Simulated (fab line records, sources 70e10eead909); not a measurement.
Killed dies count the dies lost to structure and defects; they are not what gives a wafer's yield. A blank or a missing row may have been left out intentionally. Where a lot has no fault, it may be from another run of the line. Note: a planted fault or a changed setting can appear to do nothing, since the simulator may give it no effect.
Problem report, 8D (eight disciplines) form, completed by code | flow nand-harc | the parts of the form that need people (team, actions taken, sign-off) are left out

== 1. WHAT IS WRONG ==
Mean of thk-nm at NHARC_A_ONON_D2_THK_MEAS_21: 1526 nm across 2 wafers in 2 lots; on wafers with no fault it is 1001 nm (standard deviation 9.5). That is +55 standard deviations from the usual mean.
The step: measures by ellipsometry.
Seen first at day 18 16:14 on film-metro-01, wafer L292.3. The record holds 37 wafers of 13 lots with a number at this step. Rule for "out", or "out of limits": more than 4 standard deviations from the usual mean. The other wafers with a number count as sound.

== 2. WHAT IT IS; WHAT IT IS NOT ==
question                    | is                | is not
which readings at this step | thk-nm            | -
which lots                  | L292, L295        | L278, L279, L280, L281, L282, L283, L285, L286, L287, L289, L299
which wafers of those lots  | L292.3, L295.1    | L292.4, L295.4
read on which gauges        | film-metro-01     | film-metro-02
when                        | from day 18 16:14 | up to then (31 sound wafers); but 4 sound wafers of L295, L299 came after

== 3. SUSPECTS, AND WHAT RULES EACH OUT ==
Counting: if a tool at a process step up to the reading ran every lot that is out, it stays a suspect. Sound lots after the first of them don't rule it out here, since some wafers of a struck lot are sound.
- the gauge at NHARC_A_ONON_D2_THK_MEAS_21 is ruled out. All the wafers that are out were read on film-metro-01, but those of them that NHARC_END_SORT_01 has rows for are out there too, on other tools.
- ald-sin-batch-01 at NHARC_A_CHANNEL_FILL_D1_ALD_03 (deposits SiNx, target thk 6 nm, pulse time 60 s, ald cycles 58): kept. It processed each lot that is out (first: L292, day 18 07:10); up to then, its last sound lot is L289 (day 17 15:59). NHARC_A_CHANNEL_FILL_D1_ALD_03: start missing for some lots; hours and lot order therefore follow NHARC_A_ONON_D2_THK_MEAS_08.
- pecvd-onon-02 at NHARC_A_ONON_D2_DEP_19 (target thk 1000 nm): kept. It processed each lot that is out (first: L292, day 18 15:50); up to then, its last sound lot is L289 (day 18 03:59).
What counting leaves: ald-sin-batch-01 at NHARC_A_CHANNEL_FILL_D1_ALD_03 and pecvd-onon-02 at NHARC_A_ONON_D2_DEP_19.

== 4. THE CAUSE (what the simulator had put in) ==
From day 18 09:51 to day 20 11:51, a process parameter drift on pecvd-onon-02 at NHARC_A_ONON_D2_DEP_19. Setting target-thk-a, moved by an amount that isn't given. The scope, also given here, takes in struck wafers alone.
Of the 2 suspects that counting leaves, this tool is one.

== 5. SEQUENCE OF EFFECTS, ordered by route ==
One row per reading whose mean, taken over the struck wafers that have a number, lies over 3 standard deviations from the usual. Readings are gone through only where the record gives a usual standard deviation; hours: the median, over the lots, of the time from a lot's start at the first step in this table giving one to that lot's start at this step; sigmas: the change measured in usual standard deviations.
hours | step                        | reading         | usual   | on struck wafers | change | sigmas
0     | NHARC_A_ONON_D2_THK_MEAS_21 | thk-nm          | 1001 nm | 1526             | +526   | +55
288   | NHARC_END_SORT_01           | killed-at-array | 59      | 674              | +616   | +31
288   | NHARC_END_SORT_01           | killed-dies     | 63      | 677              | +614   | +29

== 6. HOW IT WOULD HAVE BEEN CAUGHT EARLIER ==
6 hours passed between the start of the fault at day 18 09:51 and the first reading out of limits at a measuring or inspecting step in this record, taken at day 18 16:14.
Of the tool readings at NHARC_A_ONON_D2_DEP_19 for which the record gives a usual standard deviation, none was out on any struck wafer, so an alarm limit of 4 standard deviations on them would not have fired.
Of the lots that are out (2), L295 began NHARC_A_ONON_D2_DEP_19 on pecvd-onon-02 after day 18 16:14. Had the tool been put on hold then, it would have been spared.
